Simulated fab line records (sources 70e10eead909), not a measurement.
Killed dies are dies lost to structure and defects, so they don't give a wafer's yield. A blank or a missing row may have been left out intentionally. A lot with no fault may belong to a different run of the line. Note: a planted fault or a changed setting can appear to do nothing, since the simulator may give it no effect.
Which tool is to blame? + flow nand-harc + 15 lots with 45 wafers sampled at 4 steps, on a route of 1302 steps

## WHAT THE GAUGES SHOWED, per wafer
NHARC_P_ZERO_WELL_CD_MEAS_52: the cd target is 2000 nm.
| lot  | measured     | on        | cd-nm (nm)           |
|------|--------------|-----------|----------------------|
| L450 | day 2 04:14  | cd-sem-01 | 1997.0 1998.5 1997.7 |
| L452 | day 2 21:48  | cd-sem-02 | 1995.6 1998.1 1996.2 |
| L453 | day 3 08:01  | cd-sem-01 | 1998.2 1995.3 2000.6 |
| L454 | day 3 17:52  | cd-sem-01 | 1998.1 2000.6 2000.8 |
| L456 | day 4 14:13  | cd-sem-02 | 1996.5 1997.6 2000.0 |
| L459 | day 5 19:49  | cd-sem-02 | 1996.8 1997.2 1996.9 |
| L461 | day 6 15:54  | cd-sem-02 | 1998.7 1999.0 1997.9 |
| L462 | day 7 03:48  | cd-sem-01 | 2000.3 1997.0 1996.5 |
| L463 | day 7 11:37  | cd-sem-02 | 2002.4 2000.2 2000.6 |
| L464 | day 7 21:49  | cd-sem-02 | 1999.0 1999.2 1997.3 |
| L466 | day 8 19:06  | cd-sem-03 | 1998.3 2000.8 1999.8 |
| L467 | day 9 03:36  | cd-sem-02 | 2000.3 1998.4 1999.9 |
| L468 | day 9 14:16  | cd-sem-01 | 1998.3 1998.1 1996.0 |
| L471 | day 10 19:38 | cd-sem-02 | 2000.2 1998.4 1999.2 |
| L473 | day 11 15:45 | cd-sem-03 | 1996.9 1998.5 1996.7 |

NHARC_P_STI_OCD_MEAS_17.
| lot  | measured     | on     | trench-depth-nm (nm) | trench-foot-cd-nm (nm) |
|------|--------------|--------|----------------------|------------------------|
| L450 | day 2 22:05  | ocd-01 | 304 298 298          | 157.8 154.8 155.7      |
| L452 | day 3 17:53  | ocd-02 | 310 304 302          | 157.6 159.4 163.3      |
| L453 | day 4 03:14  | ocd-02 | 301 296 301          | 158.7 162.6 159.8      |
| L454 | day 4 14:23  | ocd-01 | 296 296 299          | 158.9 159.3 160.0      |
| L456 | day 5 08:00  | ocd-01 | 307 300 305          | 154.5 153.6 153.1      |
| L459 | day 6 17:41  | ocd-02 | 303 301 303          | 158.0 157.6 155.0      |
| L461 | day 7 10:26  | ocd-02 | 301 298 298          | 158.0 155.4 158.8      |
| L462 | day 7 21:34  | ocd-01 | 300 302 303          | 156.8 157.2 156.4      |
| L463 | day 8 08:42  | ocd-02 | 298 300 298          | 159.6 154.1 153.7      |
| L464 | day 8 15:04  | ocd-01 | 301 301 302          | 157.6 153.7 155.7      |
| L466 | day 9 12:49  | ocd-01 | 304 299 303          | 159.2 158.6 155.6      |
| L467 | day 9 21:27  | ocd-01 | 302 303 300          | 155.6 156.1 158.5      |
| L468 | day 10 08:34 | ocd-01 | 300 299 304          | 154.1 159.1 158.8      |
| L471 | day 11 13:44 | ocd-02 | 304 299 301          | 156.3 158.4 159.7      |
| L473 | day 12 08:59 | ocd-01 | 301 302 303          | 157.4 156.4 155.4      |

NHARC_P_GATE_CD_MEAS_11: the cd target is 1640 nm.
| lot  | measured     | on        | cd-nm (nm)           |
|------|--------------|-----------|----------------------|
| L450 | day 4 10:02  | cd-sem-02 | 1639.4 1640.7 1640.6 |
| L452 | day 5 04:20  | cd-sem-02 | 1644.1 1642.0 1640.7 |
| L453 | day 5 15:45  | cd-sem-03 | 1641.1 1639.1 1638.6 |
| L454 | day 6 02:25  | cd-sem-03 | 1640.6 1639.0 1638.1 |
| L456 | day 6 21:44  | cd-sem-02 | 1641.1 1638.2 1639.9 |
| L459 | day 8 13:31  | cd-sem-03 | 1640.1 1638.1 1638.4 |
| L461 | day 8 22:41  | cd-sem-03 | 1639.5 1639.8 1639.2 |
| L462 | day 9 08:52  | cd-sem-02 | 1638.1 1642.6 1641.2 |
| L463 | day 10 09:58 | cd-sem-01 | 1640.9 1639.7 1640.8 |
| L464 | day 10 10:07 | cd-sem-01 | 1636.5 1638.8 1640.1 |
| L466 | day 11 02:16 | cd-sem-01 | 1639.0 1642.5 1640.0 |
| L467 | day 11 06:48 | cd-sem-02 | 1641.1 1640.1 1637.5 |
| L468 | day 11 20:10 | cd-sem-02 | 1642.5 1640.7 1639.0 |
| L471 | day 13 01:01 | cd-sem-02 | 1643.4 1641.5 1642.4 |
| L473 | day 13 20:10 | cd-sem-01 | 1640.3 1642.2 1639.6 |

## WHICH TOOL RAN EACH LOT (tool, then ch and the chambers of the sampled wafers, then the start)
| lot  | NHARC_P_ZERO_WELL_SOFTBAKE_06     |
|------|-----------------------------------|
| L450 | litho-track-02 ch 0, day 1 20:00  |
| L452 | litho-track-03 ch 0, day 2 16:00  |
| L453 | litho-track-07 ch 0, day 3 03:00  |
| L454 | litho-track-03 ch 0, day 3 12:00  |
| L456 | litho-track-02 ch 0, day 4 08:00  |
| L459 | litho-track-02 ch 0, day 5 14:00  |
| L461 | litho-track-02 ch 0, day 6 10:00  |
| L462 | litho-track-02 ch 0, day 6 20:00  |
| L463 | litho-track-07 ch 0, day 7 06:00  |
| L464 | litho-track-07 ch 0, day 7 16:00  |
| L466 | litho-track-07 ch 0, day 8 12:00  |
| L467 | litho-track-03 ch 0, day 8 22:00  |
| L468 | litho-track-03 ch 0, day 9 08:00  |
| L471 | litho-track-07 ch 0, day 10 14:00 |
| L473 | litho-track-07 ch 0, day 11 10:00 |
- NHARC_P_ZERO_WELL_SOFTBAKE_06: time 70 s.

## AS READ BY THE TOOLS THEMSELVES (means over the sampled wafers that have a number; for cases with no such wafer, the mark the record gives instead)
NHARC_P_ZERO_WELL_SOFTBAKE_06.
| lot  | tool           | heater-power-total-W (W) | resist-line-temp-C (C) |
|------|----------------|--------------------------|------------------------|
| L450 | litho-track-02 | 201.3                    | 23.09                  |
| L452 | litho-track-03 | 202.3                    | 23.10                  |
| L453 | litho-track-07 | 200.7                    | 22.91                  |
| L454 | litho-track-03 | 201.6                    | 22.99                  |
| L456 | litho-track-02 | 201.5                    | 23.03                  |
| L459 | litho-track-02 | 193.7                    | 23.01                  |
| L461 | litho-track-02 | 193.9                    | 23.05                  |
| L462 | litho-track-02 | 193.7                    | 23.19                  |
| L463 | litho-track-07 | 199.5                    | 23.05                  |
| L464 | litho-track-07 | 200.8                    | 23.06                  |
| L466 | litho-track-07 | 200.4                    | 22.97                  |
| L467 | litho-track-03 | 201.5                    | 22.99                  |
| L468 | litho-track-03 | 200.9                    | 23.13                  |
| L471 | litho-track-07 | 201.6                    | 23.06                  |
| L473 | litho-track-07 | 201.5                    | 23.07                  |

## THE ANSWER, worked out from the rows above alone
Rule: what is usual is taken from the lots themselves. The widest of any qualifying gaps counts: lots, ordered by their means at a reading, are off when they make up no more than a third of the lots, leave a main group of 4 or more, and stand apart from it by 3 or more times the standard deviation of that group's means. A main group is skipped when, at the precision printed for the reading in the tables above, its means are all equal. Also off: a lot with no number at a reading for which 4 or more lots have one. All remaining lots with rows at the step are treated as sound. The gauges are gone through in route order, then the tools' own readings, and for those a lot's mean is taken as printed above. At the first step where some lot is off, the reading lying furthest off is the one used; lots without a number count as furthest.
Off, at NHARC_P_ZERO_WELL_SOFTBAKE_06 on heater-power-total-W: L459, L461, L462. The main group: mean 201.1 W, standard deviation 0.69.
If a tool, at that step or one of the process steps before it, ran each lot that is off and ran no sound lot following the first of them, it fits. One fits: litho-track-02 at NHARC_P_ZERO_WELL_SOFTBAKE_06. Its last sound lot is L456 (day 4 08:00), its first lot that is off L459 (day 5 14:00): a fault that began between those two fits.
On the lots that are off, the tool's own readings at NHARC_P_ZERO_WELL_SOFTBAKE_06 differ by more than 5 times the standard deviation of the sound lots' means, which bears it out; heater-power-total-W reads 193.8 W there versus 201.1 W on the sound lots.

## WHAT HAD BEEN PUT IN BY THE SIMULATOR
Drift in process parameters on litho-track-02 at NHARC_P_ZERO_WELL_SOFTBAKE_06, starting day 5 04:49. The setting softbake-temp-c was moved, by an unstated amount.
Shown lots that were struck: L459, L461, L462. This agrees with what the rule above found.
